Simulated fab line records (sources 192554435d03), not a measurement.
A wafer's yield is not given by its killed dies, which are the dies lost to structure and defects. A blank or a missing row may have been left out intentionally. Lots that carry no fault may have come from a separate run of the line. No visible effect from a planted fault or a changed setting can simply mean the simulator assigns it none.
fab line records -- flow n5_finfet
[record] lots = 9, wafers = 25, last_day = 18
route steps=1938 shown BEOL_M4@1044
lots that met no fault: taken from a fault-free run of the same line
start_h: hours from the record's first day to the start of the lot's first wafer shown -- wait_h: hours elapsed since this lot's preceding step -- " unchanged from the row above -- L1.1+2: several wafers, shown together as one row -- - no value, or no start given -- * or withheld: withheld -- < > ~ a bound
route shown NAME@n: NAME is a module with steps in the file, n the number in the route of the first one -- usual: average and standard deviation across the fault-free wafers -- same: alike in all rows -- chamber/n: place in a boat -- sites: per-site readings -- _std_site: their standard deviation -- _edge_site: the outer-site mean with the inner-site mean subtracted -- radius_mm: for every site, how far away it sits from the centre of the wafer -- mask NAME#n: copy n -- behind: the most recent tool/chamber to have shaped the wafer -- hold: why the lot went on hold/how many hours it stayed there/how the hold came to an end -- device: transistor that didn't switch, given as n, p or np -- end of line: the route-end tests of the same wafers -- a step with no rows: only its recipe -- killed: count of dies lost to structure and defects at first sort (not the wafer's yield) -- map: the dies of a wafer, with x for killed, . for not killed, _ for no die there
set.NAME: the setting that was run; set.NAME@STEP: the one run at that earlier step -- model.NAME: the simulator's own value behind a step, which no gauge read
a sample of lots followed through the steps of the route, with each step as a table and each wafer as a row
services: from which hour (start_h, from the record's first day; less than 0 if before it) a tool's chamber was out of use, for how many hours, and why
[[steps]]
[step N5_BEOL_M4_HM_OPEN_17]
[recipe] chemistry = Cl2/BCl3, target_depth_a = 200, overetch_a = 60, target = TiN, mask_material = SOC, ion_energy_ev = 150, pressure_mtorr = 10, icp_w = 1000, bias_w = 126, Cl2_flow_sccm = 53.25, bcl3_flow_sccm = 21.75, Ar_flow_sccm = 25
[usual] drypump_motor_current_A = 5.7/0.58, oes_product_au = 0.64/0.086, throttle_valve_pct = 22.15/0.23
lot.wafer,tool,chamber,start_h,wait_h,drypump_motor_current_A,oes_product_au,rf_hours_counter_h,throttle_valve_pct
L930.1,rie_metal-02,1,175.76,0.0,5.9,0.56,100,22.27
L930.3,rie_metal-02,0,175.76,0.0,5.7,0.75,-,21.80
L930.5,rie_metal-02,0,175.76,0.0,5.7,0.74,-,21.81
L931.1,rie_metal-01,1,190.65,0.0,5.1,0.54,110,22.23
L931.4,rie_metal-01,1,190.65,0.0,5.1,0.54,-,22.25
L931.6,rie_metal-01,0,190.65,0.0,6.7,0.65,-,22.46
L932.2,rie_metal-01,0,194.25,0.0,6.7,0.64,45,22.46
L932.3,rie_metal-01,1,194.25,0.0,5.1,0.53,-,22.24
L935.2,rie_metal-01,1,215.95,0.0,5.1,0.54,112,22.23
L935.3,rie_metal-01,0,215.95,0.0,6.8,0.65,-,22.46
L935.5,rie_metal-01,1,215.95,0.0,5.1,0.53,-,22.26
L938.1,rie_metal-01,1,228.69,0.0,5.1,0.53,113,22.23
L938.3,rie_metal-01,0,228.69,0.0,6.7,0.65,-,22.46
L938.6,rie_metal-01,1,228.69,0.0,5.1,0.53,-,22.24
L943.1,rie_metal-03,1,256.12,0.0,5.1,0.64,57,21.98
L943.4,rie_metal-03,1,256.12,0.0,5.1,0.63,-,22.00
L943.5,rie_metal-03,1,256.12,0.0,5.1,0.63,-,22.00
L942.4,rie_metal-03,0,257.60,0.1,5.3,0.83,-,22.18
L942.5,rie_metal-03,1,257.60,0.1,5.1,0.63,-,21.97
L941.3,rie_metal-01,0,260.92,0.1,6.7,0.65,-,22.45
L941.5,rie_metal-01,1,260.92,0.1,5.1,0.54,-,22.22
L941.6,rie_metal-01,0,260.92,0.1,6.7,0.66,-,22.43
L953.1,rie_metal-02,0,312.82,0.0,5.7,0.71,26,21.82
L953.3,rie_metal-02,0,312.82,0.0,5.7,0.71,-,21.86
L953.4,rie_metal-02,0,312.82,0.0,5.6,0.71,-,21.82
[step N5_BEOL_M4_ETCH_77]
[recipe] chemistry = N2/H2, target = underlayer, target_depth_a = 65, mask_material = CAR-EUV, time_s = 5.2, ion_energy_ev = 200, pressure_mtorr = 30, source_w = 840, bias_w = 150, n2_flow_sccm = 200, h2_flow_sccm = 200, ends = cleared
[usual] drypump_motor_current_A = 5.6/0.48, etch_rf_on_time_s = 5.19/0.1, oes_product_au = 0.68/0.071, rf_vpp_V = 524.0/2.9, showerhead_plenum_p_Torr = 2.54/0.095, throttle_valve_pct = 17.78/0.19
lot.wafer,tool,chamber,start_h,wait_h,drypump_motor_current_A,etch_rf_on_time_s,oes_product_au,rf_hours_counter_h,rf_vpp_V,showerhead_plenum_p_Torr,throttle_valve_pct
L930.1,rie_diel-04,2,176.61,0.0,6.8,5.36,0.58,215,524.1,2.51,18.27
L930.3,rie_diel-04,3,176.61,0.0,5.8,5.24,0.60,186,523.4,2.52,17.60
L930.5,rie_diel-04,3,176.61,0.0,5.8,5.26,0.61,-,523.9,2.52,17.60
L931.1,rie_diel-06,1,191.31,0.0,5.9,5.06,0.77,39,528.7,2.71,17.70
L931.4,rie_diel-06,0,191.31,0.0,5.3,5.17,0.78,20,524.7,2.59,17.76
L931.6,rie_diel-06,0,191.31,0.0,5.3,5.20,0.78,-,525.7,2.60,17.80
L932.2,rie_diel-04,3,194.91,0.0,5.8,5.17,0.60,192,524.5,2.52,17.59
L932.3,rie_diel-04,0,194.91,0.0,4.9,5.25,0.69,98,522.5,2.45,17.91
L935.2,rie_diel-04,1,216.61,0.0,5.7,5.24,0.63,188,519.6,2.42,17.52
L935.3,rie_diel-04,0,216.61,0.0,4.9,5.14,0.70,105,521.4,2.45,17.90
L935.5,rie_diel-04,1,216.61,0.0,5.7,5.21,0.64,-,520.1,2.42,17.51
L938.1,rie_diel-03,3,229.55,0.0,5.7,5.19,0.67,112,519.3,2.45,17.71
L938.3,rie_diel-03,1,229.55,0.0,6.3,5.22,0.66,117,525.8,2.54,17.43
L938.6,rie_diel-03,2,229.55,0.0,5.6,5.28,0.70,-,521.5,2.45,17.96
L943.1,rie_diel-04,0,257.90,0.0,5.0,5.19,0.68,118,521.6,2.44,17.91
L943.4,rie_diel-04,2,257.90,0.0,6.8,5.31,0.56,242,524.8,2.50,18.32
L943.5,rie_diel-04,2,257.90,0.0,6.8,5.30,0.56,-,524.2,2.50,18.33
L942.4,rie_diel-03,0,258.46,0.0,5.1,5.33,0.65,134,526.2,2.63,17.82
L942.5,rie_diel-03,0,258.46,0.0,5.2,5.29,0.64,-,527.3,2.63,17.80
L941.3,rie_diel-06,0,261.70,0.0,5.3,5.26,0.74,47,525.6,2.58,17.86
L941.5,rie_diel-06,0,261.70,0.0,5.3,5.25,0.73,-,525.0,2.58,17.84
L941.6,rie_diel-06,3,261.70,0.0,5.0,5.01,0.77,-,530.4,2.68,17.85
L953.1,rie_diel-04,0,313.76,0.0,4.9,5.21,0.66,143,520.7,2.43,17.96
L953.3,rie_diel-04,2,313.76,0.0,6.8,6.70,0.75,0,523.5,2.50,17.88
L953.4,rie_diel-04,1,313.76,0.0,5.7,5.20,0.61,225,519.7,2.41,17.60
[step N5_BEOL_M4_ETCH_70]
[recipe] chemistry = N2/H2, target = SOC, target_depth_a = 800, overetch_a = 240, mask_material = SiARC, temp_c = 40, time_s = 130, ion_energy_ev = 200, pressure_mtorr = 30, source_w = 840, bias_w = 150, n2_flow_sccm = 200, h2_flow_sccm = 200
[usual] drypump_motor_current_A = 5.6/0.46, oes_product_au = 0.58/0.043, rf_vpp_V = 523.4/2.5, showerhead_plenum_p_Torr = 2.52/0.084, throttle_valve_pct = 17.73/0.21
lot.wafer,tool,chamber,start_h,wait_h,drypump_motor_current_A,oes_product_au,rf_hours_counter_h,rf_vpp_V,showerhead_plenum_p_Torr,throttle_valve_pct
L932.2,rie_diel-04,0,197.99,0.0,5.0,0.60,99,522.2,2.45,17.83
L932.3,rie_diel-04,2,197.99,0.0,6.8,0.50,221,522.7,2.51,18.26
L930.1,rie_diel-03,2,198.27,0.0,5.6,0.61,78,520.3,2.46,17.91
L930.3,rie_diel-03,3,198.27,0.0,5.7,0.59,100,520.4,2.45,17.67
L930.5,rie_diel-03,0,198.27,0.0,5.1,0.58,-,525.8,2.64,17.74
L931.1,rie_diel-03,3,202.95,0.0,5.7,0.59,102,521.4,2.45,17.70
L931.4,rie_diel-03,1,202.95,0.0,6.3,0.59,106,524.1,2.55,17.38
L931.6,rie_diel-03,1,202.95,0.0,6.3,0.58,-,523.7,2.55,17.38
L935.2,rie_diel-04,2,231.43,0.0,6.8,0.49,232,522.1,2.51,18.28
L935.3,rie_diel-04,3,231.43,0.0,5.8,0.51,204,523.1,2.51,17.61
L935.5,rie_diel-04,3,231.43,0.0,5.8,0.51,-,524.1,2.51,17.60
L938.1,rie_diel-03,2,235.03,0.0,5.6,0.61,91,521.7,2.45,17.92
L938.3,rie_diel-03,3,235.03,0.0,5.7,0.58,114,520.8,2.45,17.69
L938.6,rie_diel-03,2,235.03,0.0,5.6,0.60,-,521.5,2.45,17.92
L943.1,rie_diel-03,2,266.37,0.0,5.6,0.60,103,523.6,2.45,17.95
L943.4,rie_diel-03,3,266.37,0.0,5.7,0.57,-,519.7,2.45,17.70
L943.5,rie_diel-03,0,266.37,0.0,5.2,0.56,-,528.3,2.63,17.79
L942.4,rie_diel-06,1,266.69,0.0,5.9,0.63,67,527.5,2.69,17.72
L942.5,rie_diel-06,0,266.69,0.0,5.3,0.63,-,525.1,2.58,17.79
L941.3,rie_diel-03,2,266.81,0.0,5.6,0.60,103,521.9,2.45,17.96
L941.5,rie_diel-03,3,266.81,0.0,5.7,0.57,-,520.9,2.44,17.73
L941.6,rie_diel-03,2,266.81,0.0,5.6,0.59,-,521.3,2.45,17.96
L953.1,rie_diel-03,2,336.49,0.0,5.6,0.58,131,521.5,2.44,17.99
L953.3,rie_diel-03,3,336.49,0.0,5.7,0.55,152,521.0,2.43,17.76
L953.4,rie_diel-03,0,336.49,0.0,5.2,0.55,154,526.7,2.63,17.81
[step N5_BEOL_M4_VIA_ETCH_34]
[recipe] chemistry = C4F6/O2, target_depth_a = 694, mask_material = SOC, pressure_mtorr = 15, ion_energy_ev = 250, taper_deg = 4, time_s = 65.9, source_w = 350, bias_w = 170, Ar_flow_sccm = 300, C4F6_flow_sccm = 10, O2_flow_sccm = 10
[usual] drypump_motor_current_A = 5.6/0.46, oes_product_au = 0.78/0.062, rf_vpp_V = 666/11, showerhead_plenum_p_Torr = 2.83/0.097, throttle_valve_pct = 30.77/0.22
lot.wafer,tool,chamber,start_h,wait_h,drypump_motor_current_A,oes_product_au,rf_hours_counter_h,rf_vpp_V,showerhead_plenum_p_Torr,throttle_valve_pct
L932.2,rie_diel-04,0,198.10,0.0,4.9,0.82,99,652,2.77,30.92
L932.3,rie_diel-04,2,198.10,0.0,6.8,0.67,221,663,2.82,31.33
L930.1,rie_diel-03,2,198.37,0.0,5.7,0.83,78,682,2.75,30.70
L930.3,rie_diel-03,3,198.37,0.0,5.7,0.80,100,659,2.76,30.79
L930.5,rie_diel-03,0,198.37,0.0,5.2,0.77,-,667,2.97,30.90
L931.1,rie_diel-03,3,203.05,0.0,5.7,0.80,102,657,2.76,30.79
L931.4,rie_diel-03,1,203.05,0.0,6.3,0.80,106,681,2.88,30.71
L931.6,rie_diel-03,1,203.05,0.0,6.3,0.79,-,679,2.88,30.71
L935.2,rie_diel-04,2,231.54,0.0,6.8,0.67,232,665,2.81,31.34
L935.3,rie_diel-04,3,231.54,0.0,5.8,0.69,204,654,2.85,30.65
L935.5,rie_diel-04,3,231.54,0.0,5.8,0.69,-,654,2.85,30.63
L938.1,rie_diel-03,2,235.14,0.0,5.6,0.81,92,681,2.74,30.72
L938.3,rie_diel-03,3,235.14,0.0,5.7,0.79,114,658,2.75,30.82
L938.6,rie_diel-03,2,235.14,0.0,5.6,0.81,-,680,2.74,30.72
L943.1,rie_diel-03,2,266.48,0.0,5.6,0.79,103,680,2.73,30.72
L943.4,rie_diel-03,3,266.48,0.0,5.7,0.78,-,656,2.75,30.82
L943.5,rie_diel-03,0,266.48,0.0,5.2,0.76,-,667,2.95,30.91
L942.4,rie_diel-06,1,266.79,0.0,5.9,0.86,68,674,3.00,30.84
L942.5,rie_diel-06,0,266.79,0.0,5.3,0.86,-,665,2.86,30.56
L941.3,rie_diel-03,2,266.91,0.0,5.6,0.80,103,683,2.73,30.74
L941.5,rie_diel-03,3,266.91,0.0,5.7,0.77,-,658,2.75,30.83
L941.6,rie_diel-03,2,266.91,0.0,5.6,0.79,-,681,2.73,30.73
L953.1,rie_diel-03,2,336.59,0.0,5.6,0.78,131,681,2.72,30.76
L953.3,rie_diel-03,3,336.59,0.0,5.7,0.76,152,659,2.73,30.84
L953.4,rie_diel-03,0,336.59,0.0,5.1,0.74,154,665,2.95,30.93
[step N5_BEOL_M4_RC_MEAS_101]
[usual] DIBL_N = 36.0/2.2, DIBL_P = 36.2/2.4, IOFF_N = 0.16/0.035, IOFF_P = 0.21/0.037, ION_N = 672/13, ION_P = 461/7, SS_N = 71.4/0.69, SS_P = 73.2/0.75, VT_N = 250/3.4, VT_P = -251/3
lot.wafer,tool,chamber,start_h,wait_h,DIBL_N[mV/V],DIBL_P[mV/V],IOFF_N[nA/um],IOFF_P[nA/um],ION_N[uA/um],ION_P[uA/um],SS_N[mV/dec],SS_P[mV/dec],VT_N[mV],VT_P[mV]
L932.2,prober-01,0,202.54,0.2,38.5,37.1,0.18,0.22,671,458,72.7,73.8,247,-250
L932.3,prober-01,0,202.54,0.2,39.2,37.9,0.21,0.24,679,458,71.8,73.9,248,-246
L930.1,prober-01,0,205.02,0.0,33.9,34.2,0.12,0.17,659,451,71.3,73.7,252,-257
L930.3,prober-01,0,205.02,0.0,35.4,35.7,0.16,0.19,677,457,71.1,73.4,250,-253
L930.5,prober-01,0,205.02,0.0,35.7,36.5,0.17,0.21,694,467,70.8,73.6,246,-252
L931.1,prober-02,0,207.70,0.0,33.4,33.8,0.13,0.17,678,460,70.8,72.1,252,-251
L931.4,prober-02,0,207.70,0.0,30.8,32.2,0.10,0.16,659,462,70.2,72.1,257,-254
L931.6,prober-02,0,207.70,0.0,33.7,34.7,0.14,0.19,679,465,70.8,72.4,249,-253
L935.2,prober-02,0,236.88,0.2,37.0,39.5,0.18,0.26,667,465,72.0,74.1,252,-250
L935.3,prober-02,0,236.88,0.2,36.6,38.0,0.17,0.23,674,460,71.6,74.1,248,-251
L935.5,prober-02,0,236.88,0.2,34.1,35.2,0.13,0.19,660,463,71.6,72.9,254,-254
L938.1,prober-01,0,240.70,0.0,38.1,37.4,0.20,0.21,667,455,72.1,73.1,250,-252
L938.3,prober-01,0,240.70,0.0,38.7,40.3,0.22,0.26,690,466,71.9,74.4,244,-246
L938.6,prober-01,0,240.70,0.0,37.8,39.1,0.19,0.23,677,459,71.7,73.5,248,-252
L943.1,prober-01,0,270.87,0.0,37.0,37.3,0.17,0.23,671,464,72.0,73.7,249,-248
L943.4,prober-01,0,270.87,0.0,35.4,34.3,0.15,0.19,675,463,71.1,72.8,248,-253
L943.5,prober-01,0,270.87,0.0,37.6,37.9,0.19,0.25,684,467,72.0,73.7,248,-249
L942.4,prober-02,0,271.60,0.5,37.4,37.5,0.16,0.22,669,457,71.3,73.8,252,-249
L942.5,prober-02,0,271.60,0.5,40.8,40.8,0.24,0.28,692,470,72.7,74.1,244,-248
L941.3,prober-02,0,273.10,0.3,31.8,33.3,0.11,0.16,651,452,70.9,73.1,254,-254
L941.5,prober-02,0,273.10,0.3,35.7,37.8,0.16,0.22,663,458,72.4,73.2,248,-252
L941.6,prober-02,0,273.10,0.3,34.3,35.4,0.15,0.19,670,457,71.0,73.0,251,-253
L953.1,prober-01,0,341.10,0.0,36.0,35.5,0.14,0.20,676,466,70.8,73.0,251,-249
L953.3,prober-01,0,341.10,0.0,37.5,37.4,0.18,0.24,682,473,71.7,73.2,249,-247
L953.4,prober-01,0,341.10,0.0,36.2,36.2,0.16,0.21,678,466,71.3,73.0,250,-248
[[services]]
tool,chamber,start_h,hours,kind
rie_diel-04,3,166.11,2.1,repair
rie_metal-02,-,181.30,1.0,repair
rie_diel-06,-,202.66,1.0,repair
rie_metal-03,0,205.63,1.3,repair
rie_diel-06,2,215.81,-,clean
rie_diel-06,2,215.81,-,consumable_replace:focus_ring
rie_diel-06,2,215.81,15.1,scheduled_down
rie_diel-06,2,215.81,15.1,vent_cycle
rie_metal-01,-,230.37,28.1,pm
rie_metal-03,-,264.87,4.7,repair
rie_diel-03,1,265.87,8.3,repair
rie_diel-04,2,281.12,-,clean
rie_diel-04,2,281.12,-,consumable_replace:focus_ring
rie_diel-04,2,281.12,32.3,scheduled_down
rie_diel-04,2,281.12,32.3,vent_cycle
rie_metal-01,1,281.36,-,clean
rie_metal-01,1,281.36,26.6,scheduled_down
rie_metal-01,1,281.36,26.6,vent_cycle
rie_metal-03,1,308.86,17.4,repair
rie_metal-02,1,310.12,-,clean
rie_metal-02,1,310.12,24.6,scheduled_down
rie_diel-03,0,314.36,19.1,repair
rie_diel-03,1,319.35,9.5,repair
rie_diel-06,0,335.30,4.4,repair
[[key]]
[first_sign] step = N5_BEOL_M4_ETCH_77, reading = etch_rf_on_time_s, direction = up, sigmas = 15, usual = *, struck = *
effect none on later readings
met_at N5_BEOL_M4_ETCH_77
struck_lots L953
struck_wafers L953.3
not_acting_at N5_BEOL_M4_HM_OPEN_17,N5_BEOL_M4_ETCH_70,N5_BEOL_M4_VIA_ETCH_34
onset_between 257.90 313.76
[fault] kind = process_parameter_drift, tool = rie_diel-04, chamber = 2, onset_h = 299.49, steps = N5_BEOL_M4_ETCH_77, channel = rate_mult, offset = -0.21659, shape = step, end_h = 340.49
